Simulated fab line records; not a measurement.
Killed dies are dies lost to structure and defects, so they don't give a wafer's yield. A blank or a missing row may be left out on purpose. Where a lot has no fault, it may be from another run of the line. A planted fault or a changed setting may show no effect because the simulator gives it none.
Split-lot experiment | flow n5_finfet | 7 lots, 21 wafers read, on a route of 1938 steps

## ON THE SPLIT
At N5_BEOL_M4_DEP_57 (deposits SiCN from 3MS/NH3, target thk 8 nm, time 14 s), the setting time_s was moved away from the recipe's 14 s on 6 of the 21 wafers read, by -10.1% to +12.6%. This setting was run at the recipe's value on the other wafers.

The split's own step is where the reading is taken.

## THE READING
SiCN_of_BEOL_M4_DEP_57.thk_nm (the simulator's own value, which no gauge read), in nm, at N5_BEOL_M4_DEP_57 (deposits SiCN from 3MS/NH3, target thk 8 nm, time 14 s). There is no usual value for it anywhere in the file. Average 8.0 nm, standard deviation 0.15 nm, over the 15 wafers here run with the recipe.

wafer  | tool, chamber at the split | time_s as run, s | against the recipe | SiCN_of_BEOL_M4_DEP_57.thk_nm, nm | against lot-mates on the recipe
L080.1 | pecvd-02, 0                | 14               | recipe             | 7.8                               | -
L080.4 | pecvd-02, 0                | 14               | recipe             | 7.8                               | -
L080.2 | pecvd-02, 1                | 14               | recipe             | 8                                 | -
L079.2 | pecvd-02, 2,0,0            | 12.59            | -10.1%             | 7                                 | no lot-mate on the recipe
L079.3 | pecvd-02, 2,0,0            | 12.59            | -10.1%             | 7                                 | no lot-mate on the recipe
L079.4 | pecvd-02, 2,0,0            | 12.59            | -10.1%             | 7                                 | no lot-mate on the recipe
L085.2 | pecvd-01, 1                | 14               | recipe             | 7.8                               | -
L085.4 | pecvd-01, 2                | 14               | recipe             | 8                                 | -
L085.6 | pecvd-01, 1                | 15.77            | +12.6%             | 9                                 | +1.1
L093.2 | pecvd-01, 1,2,0            | 14               | recipe             | 8                                 | -
L093.3 | pecvd-01, 1,2,0            | 14               | recipe             | 8                                 | -
L093.4 | pecvd-01, 1,2,0            | 14               | recipe             | 8                                 | -
L094.2 | pecvd-02, 0                | 14               | recipe             | 7.8                               | -
L094.5 | pecvd-02, 0                | 14               | recipe             | 7.8                               | -
L094.6 | pecvd-02, 2                | 14               | recipe             | 8.4                               | -
L095.2 | pecvd-03, 1,2,0            | 14               | recipe             | 8                                 | -
L095.4 | pecvd-03, 1,2,0            | 14               | recipe             | 8                                 | -
L095.5 | pecvd-03, 1,2,0            | 14               | recipe             | 8                                 | -
L097.1 | pecvd-03, 2                | 14               | recipe             | 8                                 | -
L097.3 | pecvd-03, 2,1              | 14.69            | +4.9%              | 8.6                               | +0.6
L097.6 | pecvd-03, 2,1              | 14.69            | +4.9%              | 8.6                               | +0.6
When a row names more than one chamber, that row covers several wafers, and the file does not tell which wafer ran in which chamber.

FIT RESULTS
A straight line over all 21 wafers: SiCN_of_BEOL_M4_DEP_57.thk_nm changes by +0.0946 nm for each +1% of time_s; r = +0.96; the points scatter about the line by 0.15 nm.
The same after taking each lot's own level away (the mean of its wafers on the recipe; 18 wafers): +0.094 nm for each +1%; r = +0.91; scatter 0.14 nm.
The reading moves by 1.2 nm for the largest change in time_s, on that fit.
Across the lots, their own levels run from 7.87 to 8.00 nm, a range of 0.9 times the standard deviation given above.
Consequently the slope shifts little with the lot-to-lot level, the two slopes agreeing.
Check: for one of the wafers moved furthest among these (+12.6%), held out of the fit, the line's prediction against its lot-mates is +1.54 nm. It came out at +1.1 nm against them.

## FURTHER SPLITS ON THESE WAFERS
Other splits were also applied to these wafers ahead of the reading. Each is held against what the fit with the lots' levels taken away leaves over:
other split on the same wafers      | wafers away from the commonest value | r with SiCN_of_BEOL_M4_DEP_57.thk_nm (lot level and that fit taken away)
N5_MOL_CONTACT_COAG_PECVD_31 temp_c | 4                                    | +0.20
N5_BEOL_M1_EXPOSE_25 dose_mj        | 6                                    | +0.15
N5_BEOL_M2_TRENCH_ETCH_37 bias_w    | 3                                    | -0.01
N5_BEOL_M3_COAT_67 spin_rpm         | 11                                   | -0.15
N5_BEOL_M3_EXPOSE_25 dose_mj        | 6                                    | +0.06
N5_BEOL_M4_ETCH_64 bias_w           | 12                                   | +0.04

## THE FILE'S OWN FIT
SiCN_of_BEOL_M4_DEP_57.thk_nm changes by +0.0916 nm for each +1% of time_s, r = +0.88.
